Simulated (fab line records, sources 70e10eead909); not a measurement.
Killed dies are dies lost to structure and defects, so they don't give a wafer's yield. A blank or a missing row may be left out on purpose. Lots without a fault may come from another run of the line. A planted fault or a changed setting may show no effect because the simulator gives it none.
A struck lot beside a sound one | flow nand_harc | 14 steps out of a route of 1159
Sound: wafers L474.1, L474.3, L474.5. Struck: wafers L487.1, L487.2, L487.6. The cause comes at the end.
At each step with rows: each side's tool, then ch and its chambers, then its first start. Under that, the readings that differ: sound wafers | struck wafers | difference of the means | sigmas: that difference in standard deviations of wafers without a fault.
alike: readings whose means differ by less than 2 such deviations, and words and numbers that are the same on both sides. not compared: withheld readings, readings that some wafer has no value for, bounds like >300 that may hide the same value, and numbers for which the record gives no deviation and whose values overlap.
The two part at a step that has a row with sigmas, a row that says differs or no value, or rows on one side only. Numbers that don't overlap but have no deviation are shown without sigmas and don't part them. A reading that every wafer of one side lacks parts them only if that side has two wafers or more.

NHARC_A_M0_CMP_23: polishes, t overpolish 20 s, target thk 113.75 nm.
  sound on cmp-04 ch 1,3, day 19 15:01; struck on cmp-02 ch 0,3, day 23 08:56
  alike: motor_current_A, time_to_endpoint_s
NHARC_A_M0_THK_MEAS_24: measures by xrf.
  sound on film_metro-02, day 19 15:20; struck on film_metro-02, day 23 09:14
  alike: thk_nm
then, 1 step without rows for these wafers: NHARC_A_M0_SRD_25.
NHARC_A_M0_INSPECT_27:
  sound on defect_inspect-01, day 19 15:29; struck on defect_inspect-02, day 23 09:24
  alike: raw_defect_count
NHARC_A_M0_PRE_CLEAN_31: time 12 s.
  sound on pecvd-04 ch 0,2, day 19 15:34; struck on pecvd-04 ch 0,1, day 23 09:28
  alike: heater_power_w, rf_fwd_power_W
NHARC_A_M0_DEP_32: deposits SiCN, target thk 30 nm.
  sound on pecvd-04 ch 0,2, day 19 15:38; struck on pecvd-04 ch 0,1, day 23 09:33
  alike: heater_power_w, rf_fwd_power_W
then, 5 steps without rows for these wafers: NHARC_A_M1_DEP_00 (deposits SiOC, target thk 182.5 nm); NHARC_A_M1_DEHYDRATE_01 (time 120 s); NHARC_A_M1_HMDS_02 (time 30 s); NHARC_A_M1_COAT_34 (time 65 s); NHARC_A_M1_COAT_03 (resist thk 90 nm).
NHARC_A_M1_SOFTBAKE_04: time 55 s.
  sound on litho_track-04 ch 0, day 19 16:00; struck on litho_track-01 ch 0, day 23 10:00
  reading                  | sound                | struck               | difference | sigmas
  heater_power_total_W (W) | 188.38 188.46 188.37 | 192.64 192.65 192.70 | +4.26      | +33
  alike: exhaust_pa
then, 1 step without rows for these wafers: NHARC_A_M1_EBR_05.
NHARC_END_SORT_01:
  sound on prober-01 ch 0, day 21 06:54; struck on prober-01 ch 0, day 24 22:04
  reading                  | sound          | struck         | difference | sigmas
  defect_limited_yield (%) | 97.0 96.3 98.5 | 92.5 94.2 90.7 | -4.8       | -3
  killed_at_array          | 15 22 8        | 48 37 61       | +34        | +4
  killed_dies              | 20 25 10       | 51 39 63       | +33        | +4
  sort_bin_2_pct (%)       | 0.7 1.2 0.3    | 3.1 1.6 3.2    | +1.9       | +3
  sort_bin_3_pct (%)       | 0 0.30 0       | 0.44 0.74 0.59 | +0.49      | +2
  sort_bin_4_pct (%)       | 2.2 2.2 1.2    | 4.0 3.4 5.5    | +2.4       | +3
  sort_n_pass              | 657 652 667    | 626 638 614    | -33        | -4
  sort_rim_yield_pct (%)   | 96 97 98       | 89 86 87       | -10        | -3
  sort_yield_pct (%)       | 97.0 96.3 98.5 | 92.5 94.2 90.7 | -4.8       | -3
  alike: killed_at_other, killed_at_periphery, killed_open, killed_short

WHERE THEY PART
First at NHARC_A_M1_SOFTBAKE_04; last, within this record, at NHARC_END_SORT_01.

WHY: what the simulator had put in
Process parameter drift: litho_track-01, from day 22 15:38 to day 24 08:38, at NHARC_A_M1_SOFTBAKE_04. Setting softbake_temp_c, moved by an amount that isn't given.
